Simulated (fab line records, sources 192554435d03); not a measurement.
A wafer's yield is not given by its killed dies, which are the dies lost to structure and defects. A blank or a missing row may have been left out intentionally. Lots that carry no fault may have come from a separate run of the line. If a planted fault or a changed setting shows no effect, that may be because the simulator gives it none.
Split-lot trial | flow n5-finfet | 21 wafers read from 7 lots, route of 1938 steps

== THE SPLIT ITSELF ==
At N5_MOL_CONTACT_COAG_EXPOSE_81 (exposes mask VG, defocus 0 nm), the setting dose-mj was moved away from the recipe's 59.5 on 12 of the 21 wafers read, by +3.0% to +7.1%. The other wafers ran this setting at the recipe's value.

== FROM THE SPLIT TO THE READING: what the file shows between them, 2 steps ==
- N5_MOL_CONTACT_COAG_PEB_82: peb time 60 s
- N5_MOL_CONTACT_COAG_DEVELOP_83: develop time 30 s

== THE READING ==
Shown in nm: cd-nm at N5_MOL_CONTACT_COAG_CD_MEAS_84, with target cd 25.1 nm. A value of 25.08 nm with a standard deviation of 0.26 nm is what fault-free wafers of this fab line usually give.

wafer  | tool, chamber at the split | dose-mj as run | against the recipe | cd-nm, nm | against lot-mates on the recipe
L076.2 | euv-scanner-01, 0          | 59.5           | recipe             | 24.95     | -
L076.5 | euv-scanner-01, 0          | 59.5           | recipe             | 25.42     | -
L076.6 | euv-scanner-01, 0          | 59.5           | recipe             | 25.24     | -
L077.1 | euv-scanner-02, 0          | 62.45          | +5.0%              | 26.27     | no lot-mate on the recipe
L077.2 | euv-scanner-02, 0          | 62.45          | +5.0%              | 26.22     | no lot-mate on the recipe
L077.4 | euv-scanner-02, 0          | 62.45          | +5.0%              | 26.12     | no lot-mate on the recipe
L082.1 | euv-scanner-02, 0          | 61.6           | +3.5%              | 25.82     | +1.14
L082.4 | euv-scanner-02, 0          | 59.5           | recipe             | 24.68     | -
L082.5 | euv-scanner-02, 0          | 61.6           | +3.5%              | 25.60     | +0.92
L083.2 | euv-scanner-02, 0          | 59.5           | recipe             | 25.12     | -
L083.3 | euv-scanner-02, 0          | 61.38          | +3.2%              | 26.48     | +1.30
L083.5 | euv-scanner-02, 0          | 59.5           | recipe             | 25.24     | -
L090.1 | euv-scanner-02, 0          | 59.5           | recipe             | 24.76     | -
L090.2 | euv-scanner-02, 0          | 63.71          | +7.1%              | 26.68     | +1.92
L090.5 | euv-scanner-02, 0          | 63.71          | +7.1%              | 26.11     | +1.35
L094.3 | euv-scanner-02, 0          | 59.5           | recipe             | 25.15     | -
L094.4 | euv-scanner-02, 0          | 61.32          | +3.1%              | 25.77     | +0.62
L094.6 | euv-scanner-02, 0          | 61.32          | +3.1%              | 25.61     | +0.46
L096.1 | euv-scanner-01, 0          | 61.28          | +3.0%              | 25.22     | +0.21
L096.2 | euv-scanner-01, 0          | 59.5           | recipe             | 25.01     | -
L096.5 | euv-scanner-01, 0          | 61.28          | +3.0%              | 25.65     | +0.64

THE FIT
A straight line over all 21 wafers: cd-nm changes by +0.205 nm for each +1% of dose-mj; r = +0.87; the points scatter about the line by 0.29 nm.
The same after taking each lot's own level away (the mean of its wafers on the recipe; 18 wafers): +0.235 nm for each +1%; r = +0.92; scatter 0.25 nm.
On that fit, the largest move of dose-mj shifts the reading by 1.7 nm.
Measured against the standard deviation above, the lots' own levels, which go from 24.680 to 25.203 nm, span 2.0 times it.
Hence the slope depends on the lot-to-lot level, as the two fits are not the same.
Check: with one of the wafers moved furthest among these (+7.1%) left out of the fit, the line predicts +1.55 nm for it against its lot-mates. Against them it came out at +1.92 nm.

== OTHER SPLITS APPLIED TO THESE WAFERS ==
Note: prior to the reading, these wafers also went through further splits. Each is held against what the fit with the lots' levels taken away leaves over:
other split on the same wafers       | wafers away from the commonest value | r with cd-nm (lot level and that fit taken away)
N5_GATE_CUT_EXPOSE_10 dose-mj        | 6                                    | +0.33
N5_GATE_CUT_ALD_22 ald-cycles        | 4                                    | -0.49
N5_MOL_CONTACT_COAG_COAT_02 spin-rpm | 9                                    | -0.31
N5_MOL_CONTACT_COAG_COAT_76 spin-rpm | 9                                    | +0.05

== THE FILE'S OWN FIT ==
cd-nm changes by +0.244 nm for each +1% of dose-mj, r = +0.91.
